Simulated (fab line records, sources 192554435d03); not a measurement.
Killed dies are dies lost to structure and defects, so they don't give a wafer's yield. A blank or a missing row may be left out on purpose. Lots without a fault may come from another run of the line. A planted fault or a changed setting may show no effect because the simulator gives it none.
fab line records | flow n5_finfet
record lots=7 wafers=21 last_day=17
route steps=1938 shown FIN_SAQP@103 BEOL_M4@1111 PASSIVATION@1936
lots that met no fault: from a run of the same line without faults
start_h: hours from the record's first day to the start of the lot's first wafer shown | wait_h: hours since the lot's step before | " the same as in the row above | L1.1+2: a row that stands for several wafers | - no value, or no start given | * or withheld: withheld | < > ~ a bound
route shown NAME@n: a module of which the file shows steps, and the number in the route of the first | usual: mean/standard deviation of fault-free wafers | same: alike in all rows | chamber/n: place in a boat | sites: the reading at each site | _std_site: their standard deviation | _edge_site: outer sites' mean less inner sites' | radius_mm: how far each site lies from the wafer's centre | mask NAME#n: copy n | behind: the tool/chamber that last shaped the wafer | hold: why the lot was held/for how many hours/how that ended | device: the transistor (n, p or np) that didn't switch | end of line: the same wafers' tests at the end of the route | a step without rows: its recipe alone | killed: dies lost to structure and defects at the first sort, not the wafer's yield | map: a wafer's dies, x killed, . not, _ none there
set.NAME: the setting as run; set.NAME@STEP: as run at that earlier step | model.NAME: the simulator's own value behind a step, which no gauge read
lots at some steps of the route; a table a step, a row a wafer
services: from which hour (start_h, from the record's first day; less than 0 if before it) a tool's chamber was out of use, for how many hours, and why
## steps
# step N5_FIN_SAQP_COAT_49
# recipe resist=SOC temp_c=250 time_s=60 spin_rpm=1500 resist_thk_nm=100
# step N5_FIN_SAQP_COAT_50
# recipe resist=SiARC temp_c=220 time_s=60 spin_rpm=1500 resist_thk_nm=35
# step N5_FIN_SAQP_COAT_10
# recipe resist=CAR-ArF spin_rpm=1500 resist_thk_nm=90
# step N5_FIN_SAQP_EBR_12
# recipe solvent=PGMEA ebr_width_mm=1.5
# step N5_FIN_SAQP_SOFTBAKE_11
# recipe temp_c=110 time_s=60 resist=CAR-ArF
# step N5_FIN_SAQP_EXPOSE_13
# recipe mask_id=FIN_CORE na=1.35 source_shape=dipole sigma_inner=0.538 sigma_outer=0.738 polarization=te target_cd_nm=35.6 dose_mj=63.25
# step N5_FIN_SAQP_PEB_14
# recipe peb_temp_c=withheld peb_time_s=60 resist=CAR-ArF
# step N5_FIN_SAQP_DEVELOP_15
# recipe develop_time_s=30 developer=TMAH resist=CAR-ArF dev_temp_c=23 rinse_liquid=diw dry=air_spin
# step N5_FIN_SAQP_CD_MEAS_16
# recipe target_cd_nm=35.6 landing_energy_ev=500 detector=se_inlens
# usual cd_nm=35.7/0.33
# columns lot.wafer tool chamber start_h wait_h cd_nm
L104.1 cd_sem-01 0 23.09 - 35.4
L104.3 " 0 " " 36.0
L104.4 " 0 " " 36.1
L112.2 cd_sem-03 0 69.92 - 35.3
L112.4 " 0 " " 35.2
L112.5 " 0 " " 35.3
L118.2 cd_sem-02 0 107.72 - 35.9
L118.3 " 0 " " 35.6
L118.6 " 0 " " 35.9
L119.3 cd_sem-01 0 113.43 - 35.2
L119.4 " 0 " " 35.5
L119.5 " 0 " " 35.6
L121.1 cd_sem-01 0 125.14 - 35.0
L121.3 " 0 " " 35.9
L121.6 " 0 " " 35.6
L125.1 cd_sem-02 0 147.64 - 35.7
L125.2 " 0 " " 35.7
L125.4 " 0 " " 35.7
L126.2 cd_sem-02 0 154.19 - 35.0
L126.3 " 0 " " 35.8
L126.6 " 0 " " 35.3
# step N5_FIN_SAQP_OVL_MEAS_17
# recipe points_per_wafer=44
# usual FIN_CORE_OVL=0.0/0.77
# columns lot.wafer tool chamber start_h wait_h FIN_CORE_OVL[nm]
L104.1 overlay-02 0 23.13 0.0 0.9
L104.3 " 0 " " 0.2
L104.4 " 0 " " 0.5
L112.2 overlay-01 0 69.96 0.0 -0.8
L112.4 " 0 " " -0.1
L112.5 " 0 " " -0.3
L118.2 overlay-01 0 107.75 0.0 0.3
L118.3 " 0 " " 0.6
L118.6 " 0 " " 0.2
L119.3 overlay-02 0 113.47 0.0 0.6
L119.4 " 0 " " 0.3
L119.5 " 0 " " 0.9
L121.1 overlay-01 0 125.18 0.0 -1.1
L121.3 " 0 " " -0.5
L121.6 " 0 " " -1.1
L125.1 overlay-01 0 147.68 0.0 -1.1
L125.2 " 0 " " -1.3
L125.4 " 0 " " -1.6
L126.2 overlay-02 0 154.22 0.0 -0.5
L126.3 " 0 " " -0.2
L126.6 " 0 " " -0.1
# step N5_FIN_SAQP_INSPECT_18
# recipe mode=adi inspect_instrument=brightfield
# usual raw_defect_count=436/120
# columns lot.wafer tool chamber start_h wait_h raw_defect_count
L104.1 defect_inspect-01 - 23.16 0.0 299
L104.3 " - " " 256
L104.4 " - " " 234
L112.2 defect_inspect-01 - 69.99 0.0 413
L112.4 " - " " 317
L112.5 " - " " 396
L118.2 defect_inspect-01 - 107.78 0.0 314
L118.3 " - " " 401
L118.6 " - " " 220
L119.3 defect_inspect-02 - 113.49 0.0 562
L119.4 " - " " 666
L119.5 " - " " 448
L121.1 defect_inspect-01 - 125.20 0.0 409
L121.3 " - " " 338
L121.6 " - " " 361
L125.1 defect_inspect-02 - 147.70 0.0 444
L125.2 " - " " 426
L125.4 " - " " 450
L126.2 defect_inspect-01 - 154.25 0.0 650
L126.3 " - " " 710
L126.6 " - " " 512
# step N5_FIN_SAQP_DESCUM_21
# recipe chemistry=O2 time_s=7.9 source_power_w=50 bias_power_w=20 pressure_mtorr=20 rf_frequency_hz=2.712e+07 temp_c=40 resist=CAR-ArF o2_flow_sccm=225
# usual drypump_motor_current_A=5.5/0.41 oes_product_au=0.80/0.1 rf_vpp_V=243.2/1.2 showerhead_plenum_p_Torr=2.10/0.061 throttle_valve_pct=20.46/0.24
# columns lot.wafer tool chamber start_h wait_h drypump_motor_current_A oes_product_au rf_hours_counter_h rf_vpp_V showerhead_plenum_p_Torr throttle_valve_pct
L104.1 rie_diel-02 3 23.29 0.1 5.1 0.96 0 242.9 2.15 20.35
L104.3 " 2 " " 5.7 0.69 253 244.0 2.07 20.86
L104.4 " 1 " " 6.1 0.81 59 244.2 2.11 20.34
L112.2 rie_diel-06 3 70.02 0.0 4.9 0.69 247 242.2 2.05 20.93
L112.4 " 1 " " 5.4 0.72 - 243.2 2.18 20.70
L112.5 " 0 " " 5.8 0.74 - 243.8 2.09 20.31
L118.2 rie_diel-06 1 107.81 0.0 5.4 0.71 177 243.0 2.17 20.72
L118.3 " 2 " " 5.4 0.99 2 245.2 2.22 19.89
L118.6 " 2 " " 5.4 0.98 - 244.0 2.22 19.89
L119.3 rie_diel-06 1 113.52 0.0 5.4 0.71 179 243.6 2.17 20.73
L119.4 " 1 " " 5.4 0.70 - 244.1 2.17 20.74
L119.5 " 0 " " 5.8 0.72 - 244.6 2.08 20.35
L121.1 rie_diel-06 3 125.24 0.0 4.9 0.96 2 242.5 2.05 20.46
L121.3 " 2 " " 5.4 0.95 10 246.7 2.21 19.90
L121.6 " 1 " " 5.4 0.70 - 243.9 2.17 20.76
L125.1 rie_diel-02 2 147.85 0.1 5.8 0.90 33 241.9 2.06 20.54
L125.2 " 1 " " 6.2 0.78 111 243.2 2.09 20.44
L125.4 " 3 " " 5.1 0.85 45 242.7 2.13 20.42
L126.2 rie_diel-02 0 154.28 0.0 5.2 0.95 12 243.1 2.05 20.28
L126.3 " 3 " " 5.1 0.84 48 244.3 2.13 20.42
L126.6 " 0 " " 5.2 0.95 - 242.3 2.05 20.29
# step N5_FIN_SAQP_ETCH_51
# recipe chemistry=CF4 target=SiARC target_depth_a=455 mask_material=CAR-ArF time_s=75.8 ion_energy_ev=80 pressure_mtorr=40 source_w=545 bias_w=36 Ar_flow_sccm=100 cf4_flow_sccm=100 ends=cleared
# usual drypump_motor_current_A=5.5/0.41 etch_rf_on_time_s=74.8/1.8 oes_product_au=0.69/0.089 rf_vpp_V=184.1/1.2 showerhead_plenum_p_Torr=2.15/0.06 throttle_valve_pct=15.64/0.25
# columns lot.wafer tool chamber start_h wait_h drypump_motor_current_A etch_rf_on_time_s oes_product_au rf_hours_counter_h rf_vpp_V showerhead_plenum_p_Torr throttle_valve_pct
L104.1 rie_diel-02 3 23.32 0.0 5.0 74.2 0.83 0 183.5 2.20 15.41
L104.3 " 2 " " 5.7 76.9 0.58 253 183.3 2.10 15.95
L104.4 " 1 " " 6.1 73.9 0.71 60 183.9 2.17 15.58
L112.2 rie_diel-06 3 70.05 0.0 5.0 78.9 0.58 248 182.2 2.11 16.16
L112.4 " 1 " " 5.3 76.0 0.62 - 185.5 2.22 15.85
L112.5 " 0 " " 5.8 77.9 0.62 - 183.1 2.13 15.50
L118.2 rie_diel-06 1 107.85 0.0 5.3 117.4 0.52 177 186.6 2.22 15.88
L118.3 " 2 " " 5.4 116.7 0.73 2 185.2 2.28 15.14
L118.6 " 2 " " 5.4 75.2 0.86 - 186.9 2.28 15.13
L119.3 rie_diel-06 1 113.56 0.0 5.3 116.8 0.52 179 184.5 2.22 15.89
L119.4 " 1 " " 5.3 75.3 0.61 - 186.4 2.22 15.88
L119.5 " 0 " " 5.8 118.7 0.53 - 185.1 2.12 15.52
L121.1 rie_diel-06 3 125.27 0.0 4.9 78.0 0.82 2 182.7 2.10 15.65
L121.3 " 2 " " 5.4 114.6 0.70 10 186.3 2.28 15.15
L121.6 " 1 " " 5.3 76.4 0.61 - 184.7 2.22 15.89
L125.1 rie_diel-02 2 147.89 0.0 5.7 75.7 0.76 33 181.0 2.09 15.53
L125.2 " 1 " " 6.2 74.5 0.67 111 182.9 2.15 15.66
L125.4 " 3 " " 5.1 75.3 0.73 45 184.5 2.18 15.52
L126.2 rie_diel-02 0 154.32 0.0 5.2 73.3 0.83 12 184.3 2.10 15.40
L126.3 " 3 " " 5.1 74.7 0.73 48 184.1 2.18 15.53
L126.6 " 0 " " 5.2 72.8 0.83 - 181.9 2.10 15.41
# step N5_FIN_SAQP_ETCH_52
# recipe chemistry=N2/H2 target=SOC target_depth_a=1000 overetch_a=200 mask_material=SiARC temp_c=40 time_s=150 ion_energy_ev=200 pressure_mtorr=30 source_w=840 bias_w=150 n2_flow_sccm=200 h2_flow_sccm=200 ends=end_point
# usual drypump_motor_current_A=5.5/0.41 oes_product_au=0.72/0.088 rf_vpp_V=524.1/2.1 showerhead_plenum_p_Torr=2.56/0.077 throttle_valve_pct=17.90/0.23
# columns lot.wafer tool chamber start_h wait_h drypump_motor_current_A oes_product_au rf_hours_counter_h rf_vpp_V showerhead_plenum_p_Torr throttle_valve_pct
L104.1 rie_diel-02 3 23.38 0.0 5.1 0.86 0 526.5 2.60 17.70
L104.3 " 2 " " 5.7 0.61 253 522.8 2.49 18.20
L104.4 " 1 " " 6.2 0.74 60 524.3 2.60 17.85
L112.2 rie_diel-06 3 70.11 0.0 4.9 0.62 248 523.9 2.49 18.27
L112.4 " 1 " " 5.3 0.66 - 526.0 2.65 18.14
L112.5 " 0 " " 5.8 0.66 - 523.1 2.54 17.72
L118.2 rie_diel-06 1 107.90 0.0 5.3 0.64 177 527.0 2.65 18.17
L118.3 " 2 " " 5.4 0.89 2 528.5 2.72 17.45
L118.6 " 2 " " 5.4 0.87 - 528.0 2.72 17.46
L119.3 rie_diel-06 1 113.62 0.0 5.4 0.64 179 525.3 2.65 18.18
L119.4 " 1 " " 5.3 0.64 - 526.6 2.65 18.17
L119.5 " 0 " " 5.8 0.64 - 522.6 2.53 17.75
L121.1 rie_diel-06 3 125.33 0.0 4.9 0.87 2 522.3 2.48 17.79
L121.3 " 2 " " 5.4 0.85 10 528.2 2.71 17.48
L121.6 " 1 " " 5.3 0.64 - 526.7 2.64 18.19
L125.1 rie_diel-02 2 147.94 0.0 5.8 0.79 33 523.1 2.48 17.83
L125.2 " 1 " " 6.2 0.68 111 525.0 2.58 17.95
L125.4 " 3 " " 5.1 0.75 45 524.9 2.58 17.78
L126.2 rie_diel-02 0 154.37 0.0 5.3 0.85 12 521.8 2.50 17.70
L126.3 " 3 " " 5.1 0.75 48 525.4 2.58 17.79
L126.6 " 0 " " 5.2 0.85 - 522.2 2.50 17.72
# step N5_BEOL_M4_RC_MEAS_101
# usual DIBL_N=36.8/2.1 DIBL_P=37.1/2.2 IOFF_N=0.18/0.037 IOFF_P=0.23/0.041 ION_N=682/13 ION_P=467/8.6 SS_N=71.7/0.61 SS_P=73.5/0.6 VT_N=248/3.4 VT_P=-249/3.5
# columns lot.wafer tool chamber start_h wait_h DIBL_N[mV/V] DIBL_P[mV/V] IOFF_N[nA/um] IOFF_P[nA/um] ION_N[uA/um] ION_P[uA/um] SS_N[mV/dec] SS_P[mV/dec] VT_N[mV] VT_P[mV]
L104.1 prober-01 0 165.28 0.0 34.9 35.1 0.14 0.21 671 468 71.8 73.2 252 -247
L104.3 " 0 " " 35.6 35.9 0.15 0.23 690 480 72.0 73.0 247 -246
L104.4 " 0 " " 37.1 37.3 0.17 0.26 689 478 71.6 73.7 249 -244
L112.2 prober-02 0 214.25 0.2 38.3 36.9 0.18 0.21 662 451 72.3 72.9 247 -253
L112.4 " 0 " " 39.5 39.2 0.21 0.26 681 461 71.9 74.3 246 -248
L112.5 " 0 " " 38.3 37.9 0.17 0.23 664 457 71.8 73.1 246 -249
L118.2 prober-01 0 258.90 0.2 38.8 41.1 0.22 0.27 707 472 71.9 74.2 243 -245
L118.3 " 0 " " 35.5 36.7 0.15 0.20 693 468 71.5 73.1 247 -248
L118.6 " 0 " " 35.2 36.6 0.14 0.20 685 466 71.5 72.9 251 -247
L119.3 prober-02 0 261.34 0.3 37.4 38.3 0.18 0.22 668 460 72.7 73.9 248 -250
L119.4 " 0 " " 35.1 36.7 0.15 0.20 675 464 71.2 72.6 249 -250
L119.5 " 0 " " 37.6 39.1 0.19 0.23 676 460 72.0 74.1 244 -250
L121.1 prober-02 0 264.23 0.0 37.7 38.2 0.18 0.28 679 470 72.0 74.0 248 -245
L121.3 " 0 " " 34.7 32.9 0.13 0.18 665 456 71.1 73.3 250 -251
L121.6 " 0 " " 36.5 35.6 0.16 0.23 658 463 71.5 73.6 253 -246
L126.2 prober-01 0 296.57 0.2 34.0 35.4 0.14 0.17 673 462 70.9 73.7 250 -253
L126.3 " 0 " " 36.0 38.7 0.17 0.22 686 467 71.6 73.3 251 -252
L126.6 " 0 " " 33.6 34.5 0.13 0.16 679 466 71.2 72.7 251 -254
L125.1 prober-01 0 302.47 0.0 35.6 38.4 0.16 0.25 682 473 71.1 72.8 251 -244
L125.2 " 0 " " 36.1 37.9 0.17 0.25 683 472 71.7 73.4 249 -245
L125.4 " 0 " " 36.7 38.8 0.18 0.26 686 473 71.6 73.9 246 -245
# step N5_PASSIVATION_PROBE_49
# usual defect_limited_yield=91.0/1.4 killed_at_M0_to_M3=35/10 killed_at_M4_up=13/6 killed_at_contacts=13/6.4 killed_at_front_end=42/12 killed_at_other=3.2/2.4 killed_dies=107/17 killed_open=69/13 killed_short=33/7.3 sort_bin_5_function=5.3/0.92 sort_bin_6_memory=3.3/0.66 sort_n_pass=1073/17 sort_yield_pct=90.9/1.4
# same gross_dies=1180 killed_at_back_side=0 sort_bin_4_leakage[%]=0 sort_bin_8_speed[%]=0
# columns lot.wafer tool chamber start_h wait_h defect_limited_yield[%] killed_at_M0_to_M3 killed_at_M4_up killed_at_contacts killed_at_front_end killed_at_other killed_dies killed_open killed_short sort_bin_5_function[%] sort_bin_6_memory[%] sort_n_pass sort_yield_pct[%]
L104.1 prober-02 - 265.16 0.0 91.4 34 12 4 50 1 101 71 27 4.7 3.6 1079 91.4
L104.3 prober-02 - 265.26 0.1 89.1 53 11 6 59 0 129 76 48 6.4 4.1 1051 89.1
L104.4 prober-02 - 265.31 0.2 92.0 28 11 8 47 0 94 56 30 3.7 3.5 1086 92.0
L112.2 prober-01 - 318.07 0.1 90.5 56 10 10 30 6 112 73 33 6.6 2.7 1068 90.5
L112.4 prober-01 - 318.17 0.2 90.4 49 25 5 33 1 113 76 25 5.2 3.5 1067 90.4
L112.5 prober-01 - 318.22 0.2 90.5 37 10 13 43 9 112 73 36 5.9 3.4 1068 90.5
L119.3 prober-01 - 367.09 0.1 90.8 24 15 15 52 2 108 62 39 4.7 4.0 1072 90.8
L119.4 prober-01 - 367.14 0.2 91.8 23 18 5 51 0 97 68 25 5.1 2.9 1083 91.8
L119.5 prober-01 - 367.19 0.2 89.6 33 19 11 60 0 123 95 28 6.6 3.6 1057 89.6
L118.2 prober-02 - 369.01 0.1 92.5 28 12 9 31 8 88 45 33 3.9 3.3 1092 92.5
L118.3 prober-02 - 369.06 0.1 90.6 41 7 17 38 8 111 67 34 5.4 3.6 1069 90.6
L118.6 prober-02 - 369.21 0.3 92.3 37 11 6 32 5 91 59 28 4.2 3.6 1089 92.3
L121.1 prober-01 - 369.26 0.3 91.2 32 10 7 55 0 104 64 36 4.8 3.6 1076 91.2
L121.3 prober-01 - 369.36 0.4 92.7 40 14 1 28 3 86 62 22 4.7 2.5 1094 92.7
L121.6 prober-01 - 369.51 0.6 92.9 29 10 7 34 4 84 55 23 4.2 2.3 1096 92.9
L125.1 prober-01 - 404.93 0.0 91.4 41 17 12 30 2 102 65 34 5.1 3.2 1078 91.4
L125.2 prober-01 - 404.98 0.1 92.1 26 17 13 37 0 93 67 26 3.7 3.8 1087 92.1
L125.4 prober-01 - 405.08 0.2 90.2 44 10 14 48 0 116 79 33 5.7 3.6 1064 90.2
L126.2 prober-02 - 409.26 0.1 92.9 21 15 22 22 4 84 61 21 4.2 2.9 1096 92.9
L126.3 prober-02 - 409.31 0.1 92.1 26 9 26 27 5 93 65 25 4.7 2.8 1087 92.1
L126.6 prober-02 - 409.46 0.3 91.4 35 8 30 26 2 101 70 29 4.8 3.4 1079 91.4
# killed by level:class
L104.1 FIN_SAQP:geometric_particle:open=9 STI_FIN_REVEAL:geometric_particle:open=9 BEOL_M2:geometric_particle:open=9 DUMMY_GATE:geometric_particle:open=8 BEOL_M4:geometric_particle:open=7 BEOL_M1:geometric_particle:open=6 BEOL_M0_SAQP:geometric_particle:short=5 BEOL_M0_SAQP:geometric_particle:open=5
L104.3 FIN_SAQP:geometric_particle:short=16 BEOL_M0_SAQP:geometric_particle:open=12 BEOL_M0_SAQP:geometric_particle:short=12 BEOL_M2:geometric_particle:open=12 FIN_SAQP:geometric_particle:open=11 GATE_CUT:geometric_particle:open=7 DUMMY_GATE:geometric_particle:open=6 BEOL_M0:geometric_particle:open=6
L104.4 FIN_SAQP:geometric_particle:short=10 BEOL_M0_SAQP:geometric_particle:open=9 GATE_CUT:geometric_particle:short=7 MOL_CONTACT_COAG:geometric_particle:open=7 FIN_SAQP:geometric_particle:open=6 DUMMY_GATE:geometric_particle:open=6 BEOL_M0_SAQP:geometric_particle:short=6 HKMG_FIN:area_etch=5
L112.2 BEOL_M2:geometric_particle:open=12 BEOL_M0_SAQP:geometric_particle:open=11 BEOL_M0_SAQP:geometric_particle:short=10 DUMMY_GATE:geometric_particle:open=6 BEOL_M0:geometric_particle:open=6 BEOL_M3:geometric_particle:open=6 FIN_SAQP:geometric_particle:open=5 MOL_CONTACT_COAG:geometric_particle:short=5
L112.4 BEOL_M4:geometric_particle:open=15 BEOL_M3:geometric_particle:open=10 BEOL_M1:geometric_particle:open=9 FIN_SAQP:geometric_particle:open=7 BEOL_M0_SAQP:geometric_particle:open=7 HKMG_FIN:area_etch=7 BEOL_M0:geometric_particle:open=6 DUMMY_GATE:geometric_particle:open=5
L112.5 STI_FIN_REVEAL:geometric_particle:open=12 MOL_CONTACT_COAG:geometric_particle:open=8 BEOL_M3:geometric_particle:open=8 BEOL_M1:geometric_particle:open=7 BEOL_M2:geometric_particle:open=7 DUMMY_GATE:geometric_particle:open=5 STI_FIN_REVEAL:geometric_particle:short=4 GATE_CUT:geometric_particle:short=4
L119.3 STI_FIN_REVEAL:geometric_particle:open=13 MOL_CONTACT_COAG:geometric_particle:open=11 FIN_SAQP:geometric_particle:short=9 BEOL_M4:geometric_particle:open=9 FIN_SAQP:geometric_particle:open=8 BEOL_M0_SAQP:geometric_particle:short=7 GATE_CUT:geometric_particle:short=6 BEOL_M0_SAQP:geometric_particle:open=5
L119.4 STI_FIN_REVEAL:geometric_particle:open=16 BEOL_M4:geometric_particle:open=11 BEOL_M3:geometric_particle:open=9 FIN_SAQP:geometric_particle:open=7 GATE_CUT:geometric_particle:short=7 STARTING-WAFER:geometric_particle:open=4 ILD0:geometric_particle:open=4 BEOL_M0_SAQP:geometric_particle:open=4
L119.5 FIN_SAQP:geometric_particle:open=19 STI_FIN_REVEAL:geometric_particle:open=17 BEOL_M4:geometric_particle:open=13 MOL_CONTACT_COAG:geometric_particle:open=8 BEOL_M2:geometric_particle:open=8 BEOL_M3:geometric_particle:open=7 FIN_SAQP:geometric_particle:short=6 BEOL_M0:geometric_particle:open=5
L118.2 FIN_SAQP:geometric_particle:short=11 FIN_SAQP:geometric_particle:open=6 MOL_CONTACT_COAG:geometric_particle:open=6 BEOL_M3:geometric_particle:open=5 BEOL_M0_SAQP:geometric_particle:short=4 BEOL_M0_SAQP:geometric_particle:open=4 STARTING-WAFER:geometric_particle:open=4 BEOL_M1:geometric_particle:open=4
L118.3 MOL_CONTACT_COAG:geometric_particle:open=14 FIN_SAQP:geometric_particle:open=12 BEOL_M0_SAQP:geometric_particle:short=12 FIN_SAQP:geometric_particle:short=8 BEOL_M1:geometric_particle:open=8 BEOL_M0_SAQP:geometric_particle:open=7 MIM_TOP_ETCH:geometric_particle:open=6 STI_FIN_REVEAL:geometric_particle:open=3
L118.6 FIN_SAQP:geometric_particle:short=11 BEOL_M1:geometric_particle:open=9 FIN_SAQP:geometric_particle:open=8 BEOL_M0_SAQP:geometric_particle:short=8 MOL_CONTACT_COAG:geometric_particle:open=5 BEOL_M0_SAQP:geometric_particle:open=4 BEOL_M2:geometric_particle:open=4 BEOL_M3:geometric_particle:open=4
L121.1 BEOL_M2:geometric_particle:open=10 FIN_SAQP:geometric_particle:open=8 FIN_SAQP:geometric_particle:short=8 ILD0:geometric_particle:short=8 STI_FIN_REVEAL:geometric_particle:open=7 STARTING-WAFER:geometric_particle:short=7 BEOL_M0_SAQP:geometric_particle:short=7 MOL_CONTACT_COAG:geometric_particle:open=5
L121.3 BEOL_M2:geometric_particle:open=14 BEOL_M4:geometric_particle:open=8 FIN_SAQP:geometric_particle:short=7 BEOL_M0_SAQP:geometric_particle:open=7 BEOL_M3:geometric_particle:open=7 FIN_SAQP:geometric_particle:open=6 STI_FIN_REVEAL:geometric_particle:open=5 BEOL_M1:geometric_particle:open=5
L121.6 BEOL_M2:geometric_particle:open=9 MOL_CONTACT_COAG:geometric_particle:open=6 BEOL_M0_SAQP:geometric_particle:short=6 ILD0:geometric_particle:open=5 BEOL_M0_SAQP:geometric_particle:open=5 GATE_CUT:geometric_particle:short=4 BEOL_M5:geometric_particle:open=4 STI_FIN_REVEAL:geometric_particle:open=3
L125.1 BEOL_M0_SAQP:geometric_particle:open=19 BEOL_M0_SAQP:geometric_particle:short=11 DUMMY_GATE:geometric_particle:open=10 MOL_CONTACT_COAG:geometric_particle:open=9 FIN_SAQP:geometric_particle:short=5 BEOL_M4:geometric_particle:open=5 STARTING-WAFER:geometric_particle:short=4 FIN_SAQP:geometric_particle:open=3
L125.2 MOL_CONTACT_COAG:geometric_particle:open=9 BEOL_M0_SAQP:geometric_particle:open=8 BEOL_M3:geometric_particle:open=8 FIN_SAQP:geometric_particle:open=7 STI_FIN_REVEAL:geometric_particle:open=7 BEOL_M4:geometric_particle:open=7 FIN_SAQP:geometric_particle:short=5 BEOL_M0_SAQP:geometric_particle:short=5
L125.4 FIN_SAQP:geometric_particle:open=22 BEOL_M0_SAQP:geometric_particle:open=18 BEOL_M0_SAQP:geometric_particle:short=14 MOL_CONTACT_COAG:geometric_particle:open=11 DUMMY_GATE:geometric_particle:open=8 FIN_SAQP:geometric_particle:short=6 BEOL_M4:geometric_particle:open=4 MOL_CONTACT_COAG:geometric_particle:short=3
L126.2 MOL_CONTACT_COAG:geometric_particle:open=17 BEOL_M4:geometric_particle:open=10 BEOL_M3:geometric_particle:open=7 BEOL_M1:geometric_particle:open=7 FIN_SAQP:geometric_particle:open=5 MOL_CONTACT_COAG:geometric_particle:short=5 BEOL_M2:geometric_particle:open=4 STARTING-WAFER:geometric_particle:short=4
L126.3 MOL_CONTACT_COAG:geometric_particle:open=22 BEOL_M3:geometric_particle:open=6 BEOL_M2:geometric_particle:open=5 FIN_SAQP:geometric_particle:open=4 MOL_CONTACT_COAG:geometric_particle:short=4 BEOL_M0_SAQP:geometric_particle:short=4 BEOL_M1:geometric_particle:open=4 BEOL_M1:geometric_particle:short=4
L126.6 MOL_CONTACT_COAG:geometric_particle:open=23 BEOL_M3:geometric_particle:open=9 MOL_CONTACT_COAG:geometric_particle:short=7 BEOL_M0:geometric_particle:open=7 BEOL_M0_SAQP:geometric_particle:short=7 BEOL_M0_SAQP:geometric_particle:open=5 DUMMY_GATE:geometric_particle:open=4 BEOL_M1:geometric_particle:open=4
## services
# columns tool chamber start_h hours kind
rie_diel-02 3 4.37 - clean
rie_diel-02 3 4.37 - consumable_replace:focus_ring
rie_diel-02 3 4.37 17.5 scheduled_down
rie_diel-02 3 4.37 17.5 vent_cycle
rie_diel-02 3 26.32 8.0 repair
rie_diel-02 2 28.70 6.8 repair
rie_diel-06 2 63.61 - clean
rie_diel-06 2 63.61 - consumable_replace:focus_ring
rie_diel-06 2 63.61 - consumable_replace:showerhead
rie_diel-06 2 63.61 36.8 scheduled_down
rie_diel-06 2 63.61 36.8 vent_cycle
rie_diel-06 3 100.73 - clean
rie_diel-06 3 100.73 - consumable_replace:focus_ring
rie_diel-06 3 100.73 17.1 scheduled_down
rie_diel-06 3 100.73 17.1 vent_cycle
rie_diel-02 0 101.98 - clean
rie_diel-02 0 101.98 - consumable_replace:focus_ring
rie_diel-02 0 101.98 18.6 scheduled_down
rie_diel-02 0 101.98 18.6 vent_cycle
rie_diel-06 1 126.45 1.2 repair
## key
first_sign step=N5_FIN_SAQP_ETCH_51 reading=etch_rf_on_time_s direction=up sigmas=23 usual=* struck=*
effect none on later readings
met_at N5_FIN_SAQP_ETCH_51
struck_wafers L118.2,L118.3,L119.3,L119.5,L121.3
onset_between 70.05 107.85
fault kind=process_parameter_drift tool=rie_diel-06 chamber=- onset_h=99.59 steps=N5_FIN_SAQP_ETCH_51 channel=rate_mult offset=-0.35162 shape=step end_h=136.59 scope=struck_wafers_only
